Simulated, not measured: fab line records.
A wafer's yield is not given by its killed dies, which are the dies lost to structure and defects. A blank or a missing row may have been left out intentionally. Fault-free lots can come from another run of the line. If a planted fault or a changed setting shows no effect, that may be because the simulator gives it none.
Problem report in the 8D (eight disciplines) form, filled by code || flow nandHarc || the parts of the form that need people (team, actions taken, sign-off) are left out

## 1. THE PROBLEM
Mean of killedAtPeriphery at NHARC_END_SORT_01: 651.2 across 6 wafers in 2 lots; on wafers with no fault it is 2.9 (standard deviation 1.9). That is +99 or more standard deviations from the usual mean.
The first sign was on wafer L391.1 at day 22 02:30, on prober-02. The record holds 15 wafers of 5 lots with a number at this step. Rule for "out", or "out of limits": more than 4 standard deviations from the usual mean. Any other wafer with a number is counted as sound.

## 2. WHAT IT IS, AND WHAT IT ISN'T
{"question": "which readings at this step", "is": "killedAtPeriphery, killedDies", "is not": "killedAtArray, killedAtOther, killedShort"}
{"question": "which lots", "is": "L390, L391", "is not": "L384, L389, L392"}
{"question": "which wafers of those lots", "is": "all that have a number", "is not": "-"}
{"question": "read on which gauges", "is": "prober-01, prober-02", "is not": "-"}
{"question": "when", "is": "from day 22 02:30", "is not": "up to then (7 sound wafers); but 2 sound wafers of L392 came after"}

## 3. WHAT RULES OUT EACH SUSPECT
Counting: a tool at any process step up to the reading remains a suspect when it ran all the lots that are out and ran no sound lot after the first of those.
- the gauge at NHARC_END_SORT_01 is ruled out. 2 gauges (prober-01, prober-02) read the wafers that are out.
- rieDiel-02 at NHARC_P_STI_ETCH_42 (etches the open film in N2/H2, target depth 80 nm, overetch 24 nm, time 61 s): ruled out as a lasting fault. Sound lots L392 ran on it after its first lot that is out, L390 (day 5 05:47).
Left after counting: nothing in the record.

## 4. THE CAUSE (what the simulator had put in)
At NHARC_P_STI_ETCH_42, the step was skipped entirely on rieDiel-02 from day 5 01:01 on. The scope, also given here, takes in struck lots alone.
The count ruled it out by mistake, since the rule takes a fault to strike every lot its tool runs from the start of the fault on, and this one did not do so.

## 5. THE EFFECT CHAIN, in route order
Each row: a reading whose mean over the struck wafers that have a number lies more than 3 standard deviations from the usual. Readings are gone through only where the record gives a usual standard deviation; hours: the median, over the lots, of the time from a lot's start at the first step in this table giving one to that lot's start at this step; sigmas: the change measured in usual standard deviations.
{"hours": 0, "step": "NHARC_END_SORT_01", "reading": "killedAtPeriphery", "usual": 2.9, "on struck wafers": 651.2, "change": "+648.3", "sigmas": "+99 or more"}
{"hours": 0, "step": "NHARC_END_SORT_01", "reading": "killedDies", "usual": 30, "on struck wafers": 677, "change": "+647", "sigmas": "+59"}
Readings that are blank on the struck wafers while sound wafers have them: biasW at NHARC_P_STI_ETCH_42; chamberPressureMTorr at NHARC_P_STI_ETCH_42; drypumpMotorCurrentA at NHARC_P_STI_ETCH_42; oesProductAu at NHARC_P_STI_ETCH_42; rfVppV at NHARC_P_STI_ETCH_42; showerheadPlenumPTorr at NHARC_P_STI_ETCH_42; throttleValvePct at NHARC_P_STI_ETCH_42.

## 6. HOW IT WOULD HAVE BEEN CAUGHT EARLIER
The first out-of-limits reading at a measuring or inspecting step in this record came at day 22 02:30, 409 hours after the fault's start at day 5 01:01.
At NHARC_P_STI_ETCH_42 the tool's readings are blank on the struck wafers, where sound wafers have them: an empty tool record is the first sign, and it was there at once.
